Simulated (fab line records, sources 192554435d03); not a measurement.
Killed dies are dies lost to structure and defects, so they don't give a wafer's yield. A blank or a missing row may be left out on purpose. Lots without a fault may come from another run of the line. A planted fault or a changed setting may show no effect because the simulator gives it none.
Which tool did it? | flow n5_finfet | 11 lots, 32 wafers sampled, at 5 steps of a route of 1938

WHAT THE GAUGES READ, wafer by wafer
The record holds no reading of a measuring or inspecting step that can be judged against a usual standard deviation.

WHICH TOOL RAN EACH LOT (tool, then ch and the chambers of the sampled wafers, then the start)
lot  | N5_BEOL_M4_ANNEAL_49         | N5_BEOL_M4_SPUTTER_92        | N5_BEOL_M5_COAT_71                | N5_BEOL_M5_ETCH_61                 | N5_PASSIVATION_PROBE_49
L993 | pvd_sputter-03, day 8 04:22  | pvd_sputter-03, day 8 05:36  | litho_track-04 ch 0, day 8 10:06  | rie_diel-05 ch 0,1,2, day 8 10:37  | -
L995 | pvd_sputter-02, day 9 08:25  | pvd_sputter-02, day 9 09:39  | litho_track-01 ch 0, day 9 14:25  | rie_diel-03 ch 1,2,3, day 9 15:09  | -
L997 | pvd_sputter-01, day 9 08:40  | pvd_sputter-01, day 9 09:54  | litho_track-01 ch 0, day 9 14:39  | rie_diel-03 ch 0,1,3, day 9 15:23  | -
L100 | pvd_sputter-03, day 9 12:46  | pvd_sputter-03, day 9 14:00  | litho_track-05 ch 0, day 9 18:34  | rie_diel-03 ch 1,2,3, day 9 19:11  | -
L996 | pvd_sputter-02, day 9 16:04  | pvd_sputter-02, day 9 17:19  | litho_track-05 ch 0, day 9 23:52  | rie_diel-05 ch 0, day 10 00:20     | prober-01, day 14 13:14
L998 | pvd_sputter-02, day 9 17:57  | pvd_sputter-02, day 9 19:11  | litho_track-04 ch 0, day 10 00:24 | rie_diel-03 ch 0,3, day 10 01:06   | -
L101 | pvd_sputter-03, day 9 21:34  | pvd_sputter-03, day 9 22:49  | litho_track-04 ch 0, day 10 04:11 | rie_diel-03 ch 0,2,3, day 10 05:52 | -
L102 | pvd_sputter-03, day 10 03:43 | pvd_sputter-03, day 10 04:58 | litho_track-01 ch 0, day 10 11:42 | rie_diel-03 ch 0,1, day 10 12:08   | -
L106 | pvd_sputter-02, day 11 10:58 | pvd_sputter-02, day 11 12:12 | litho_track-01 ch 0, day 11 15:49 | rie_diel-01 ch 1,2, day 11 16:22   | prober-02, day 15 13:18
L110 | pvd_sputter-02, day 12 05:03 | pvd_sputter-02, day 12 06:17 | litho_track-01 ch 0, day 12 09:37 | rie_diel-05 ch 1,2, day 12 10:17   | -
L116 | pvd_sputter-02, day 13 23:18 | pvd_sputter-02, day 14 00:32 | litho_track-04 ch 0, day 14 05:02 | rie_diel-01 ch 2,3, day 14 05:41   | -
- N5_BEOL_M4_ANNEAL_49: time 240 s.
- N5_BEOL_M4_SPUTTER_92: material Cu, target thk 4.5 nm, time 8.29 s.
- N5_BEOL_M5_COAT_71: time 60 s, resist thk 5 nm.
- N5_BEOL_M5_ETCH_61: etches SiARC in CF4, target depth 15.6 nm, time 26 s.
- N5_PASSIVATION_PROBE_49

WHAT THE TOOLS THEMSELVES READ (means of the sampled wafers that have a number; where no wafer has one, the mark that the record gives instead)
N5_BEOL_M4_ANNEAL_49. Usual: heater_power_w 817 W, standard deviation 110; susceptor_temp_C_max 400.9, standard deviation 0.43.
lot  | tool           | heater_power_w (W) | susceptor_temp_C_max | flag
L993 | pvd_sputter-03 | 739                | 401.0                |
L995 | pvd_sputter-02 | 855                | 400.5                |
L997 | pvd_sputter-01 | 860                | 401.7                |
L100 | pvd_sputter-03 | 763                | 400.7                |
L996 | pvd_sputter-02 | 996                | 401.0                |
L998 | pvd_sputter-02 | 985                | 400.7                |
L101 | pvd_sputter-03 | 786                | 400.9                |
L102 | pvd_sputter-03 | 728                | 400.7                |
L106 | pvd_sputter-02 | 837                | 401.1                |
L110 | pvd_sputter-02 | 848                | 400.9                |
L116 | pvd_sputter-02 | 850                | 401.2                |

N5_BEOL_M4_SPUTTER_92. Usual: throttle_valve_pct 29.8 %, standard deviation 1.
lot  | tool           | throttle_valve_pct (%) | flag
L993 | pvd_sputter-03 | 30.2                   |
L995 | pvd_sputter-02 | 29.4                   |
L997 | pvd_sputter-01 | 30.0                   |
L100 | pvd_sputter-03 | 30.7                   |
L996 | pvd_sputter-02 | 29.3                   |
L998 | pvd_sputter-02 | 29.4                   |
L101 | pvd_sputter-03 | 30.5                   |
L102 | pvd_sputter-03 | 30.2                   |
L106 | pvd_sputter-02 | 28.9                   |
L110 | pvd_sputter-02 | 28.9                   |
L116 | pvd_sputter-02 | 29.0                   |

N5_BEOL_M5_COAT_71. Usual: resist_line_temp_C 22.98 C, standard deviation 0.12; spin_speed_rpm 1500.0 rpm, standard deviation 1.1.
lot  | tool           | resist_line_temp_C (C) | spin_speed_rpm (rpm) | flag
L993 | litho_track-04 | 23.01                  | 1501.0               |
L995 | litho_track-01 | 23.00                  | 1499.1               |
L997 | litho_track-01 | 22.97                  | 1501.0               |
L100 | litho_track-05 | 22.88                  | 1501.3               |
L996 | litho_track-05 | 23.10                  | 1499.0               |
L998 | litho_track-04 | 23.11                  | 1501.0               |
L101 | litho_track-04 | 22.97                  | 1498.4               |
L102 | litho_track-01 | 23.11                  | 1500.2               |
L106 | litho_track-01 | 23.06                  | 1744.2               | OFF
L110 | litho_track-01 | 23.02                  | 1744.9               | OFF
L116 | litho_track-04 | 23.04                  | 1499.7               |

N5_BEOL_M5_ETCH_61. Usual: drypump_motor_current_A 5.8 A, standard deviation 0.53; etch_rf_on_time_s 26.3 s, standard deviation 0.69; oes_product_au 0.68 a.u., standard deviation 0.061; rf_vpp_V 184.1 V, standard deviation 1.2; showerhead_plenum_p_Torr 2.13 Torr, standard deviation 0.066; throttle_valve_pct 15.53 %, standard deviation 0.23.
lot  | tool        | drypump_motor_current_A (A) | etch_rf_on_time_s (s) | oes_product_au (a.u.) | rf_vpp_V (V) | showerhead_plenum_p_Torr (Torr) | throttle_valve_pct (%) | flag
L993 | rie_diel-05 | 5.4                         | 27.3                  | 0.63                  | 184.3        | 2.10                            | 15.53                  |
L995 | rie_diel-03 | 6.3                         | 26.1                  | 0.68                  | 184.9        | 2.18                            | 15.48                  |
L997 | rie_diel-03 | 6.4                         | 26.0                  | 0.70                  | 184.4        | 2.18                            | 15.50                  |
L100 | rie_diel-03 | 6.3                         | 26.1                  | 0.68                  | 184.5        | 2.18                            | 15.49                  |
L996 | rie_diel-05 | 5.2                         | 26.1                  | 0.61                  | 182.3        | 2.04                            | 15.55                  |
L998 | rie_diel-03 | 6.2                         | 25.7                  | 0.72                  | 184.6        | 2.19                            | 15.44                  |
L101 | rie_diel-03 | 6.1                         | 26.1                  | 0.70                  | 185.2        | 2.19                            | 15.44                  |
L102 | rie_diel-03 | 6.2                         | 25.8                  | 0.68                  | 184.1        | 2.13                            | 15.57                  |
L106 | rie_diel-01 | 5.3                         | 26.5                  | 0.72                  | 183.2        | 2.09                            | 15.26                  |
L110 | rie_diel-05 | 5.6                         | 26.5                  | 0.77                  | 183.7        | 2.14                            | 15.25                  |
L116 | rie_diel-01 | 5.8                         | 26.1                  | 0.70                  | 184.3        | 2.14                            | 15.53                  |

N5_PASSIVATION_PROBE_49. Usual: defect_limited_yield 91.5 %, standard deviation 1.4; killed_at_M0_to_M3 32, standard deviation 11; killed_at_M4_up 12, standard deviation 4.4; killed_at_contacts 13, standard deviation 6.1; killed_at_front_end 39, standard deviation 12; killed_at_other 3.9, standard deviation 3; killed_dies 100, standard deviation 17; killed_on_rim 13, standard deviation 3.9; killed_open 66, standard deviation 12; killed_short 33, standard deviation 7.4; sort_bin_5_function 5.0 %, standard deviation 0.95; sort_bin_6_memory 3.2 %, standard deviation 0.66; sort_bin_8_speed 0.0 %, standard deviation 0.33; sort_n_pass 1079, standard deviation 17; sort_yield_pct 91.4 %, standard deviation 1.5.
lot  | tool      | defect_limited_yield (%) | killed_at_M0_to_M3 | killed_at_M4_up | killed_at_contacts | killed_at_front_end | killed_at_other | killed_dies | killed_on_rim | killed_open | killed_short | sort_bin_5_function (%) | sort_bin_6_memory (%) | sort_bin_8_speed (%) | sort_n_pass | sort_yield_pct (%) | flag
L996 | prober-01 | 91.1                     | 38                 | 8               | 14                 | 39                  | 5.0             | 105         | 15            | 70          | 32           | 4.8                     | 3.6                   | 0.0                  | 1075        | 91.1               |
L106 | prober-02 | 92.9                     | 28                 | 13              | 7                  | 34                  | 1.0             | 84          | 9             | 48          | 34           | 4.1                     | 2.6                   | 0.0                  | 1096        | 92.9               |

THE ANSWER, worked out from the rows above alone
Rule: a lot is off if the mean of its wafers that have a number lies more than 3 standard deviations from the usual mean. A lot without any number at a reading at which 4 lots or more have one is off too. The other lots that the step has rows for count as sound. The gauges are gone through in route order, then the tools' own readings, and for those a lot's mean is taken as printed above. The first step at which some lot is off is used, and at that step the reading that is off furthest; a lot without a number counts as furthest.
Off: L106, L110, at N5_BEOL_M5_COAT_71 (spin_speed_rpm).
A tool fits if, at that step or a process step before it, it ran every lot that is off, and no sound lot after the first of them. One fits: litho_track-01 at N5_BEOL_M5_COAT_71. Its last sound lot is L102 (day 10 11:42), its first lot that is off L106 (day 11 15:49): a fault that began between those two fits.
The tool's own readings at N5_BEOL_M5_COAT_71 bear it out: on the lots that are off they differ by more than 5 times the standard deviation of the sound lots' means. spin_speed_rpm reads 1744.6 rpm there against 1500.1 rpm on the sound lots.

WHAT THE SIMULATOR HAD PUT IN
Process parameter drift: litho_track-01, from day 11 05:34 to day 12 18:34, at N5_BEOL_M5_COAT_71. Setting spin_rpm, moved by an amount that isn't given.
Lots struck among those shown: L106, L110. The rule above found the same.
